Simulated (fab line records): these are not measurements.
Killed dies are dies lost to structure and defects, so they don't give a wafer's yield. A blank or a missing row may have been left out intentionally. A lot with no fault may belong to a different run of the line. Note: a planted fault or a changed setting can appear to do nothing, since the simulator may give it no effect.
Matching of chambers    flow n5-finfet    4 sister chambers for N5_MOL_CONTACT_COAG_ETCH_59 on rie-diel-03
The step etches underlayer in N2/H2, target depth 13 nm, time 10.4 s. 4 wafers are shown with their chamber, then 11 later ones without.

WAFERS WITH THEIR CHAMBER
wafer   chamber  showerhead-plenum-p-Torr (Torr)
L088.5  1        2.45
L090.3  0        2.49
L091.4  3        2.42
L092.1  2        2.63

WAFERS WITH NO CHAMBER GIVEN
wafer   showerhead-plenum-p-Torr (Torr)
L092.2  2.49
L092.3  2.42
L092.4  2.44
L092.5  2.49
L092.6  2.42
L096.1  2.44
L096.2  2.42
L096.5  2.44
L097.4  2.44
L097.5  2.41
L097.6  2.49

CHAMBER TAKEN BY EACH
wafer   from the rows above      in truth
L092.2  0                        0
L092.3  3                        3
L092.4  can't be placed: 1 or 3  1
L092.5  0                        0
L092.6  3                        3
L096.1  can't be placed: 1 or 3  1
L096.2  3                        3
L096.5  can't be placed: 1 or 3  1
L097.4  can't be placed: 1 or 3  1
L097.5  3                        3
L097.6  0                        0
Correctly placed: 7 of 11. From these rows, 4 cannot be placed; in 4 the true chamber is one of the candidates. Wrongly placed: 0.
How it was worked out, from the rows above alone: a wafer's distance from a chamber is the root of the sum, over the readings, of the square of ((its reading less the chamber's mean) divided by the reading's scatter). The wafer belongs to the nearest chamber; if the next one is less than 2 further off, it can't be placed. For every chamber, the mean is computed from those of its wafers that are shown. The scatter: root of mean squared gap, hidden wafer to nearest shown wafer, with one shown wafer a chamber.
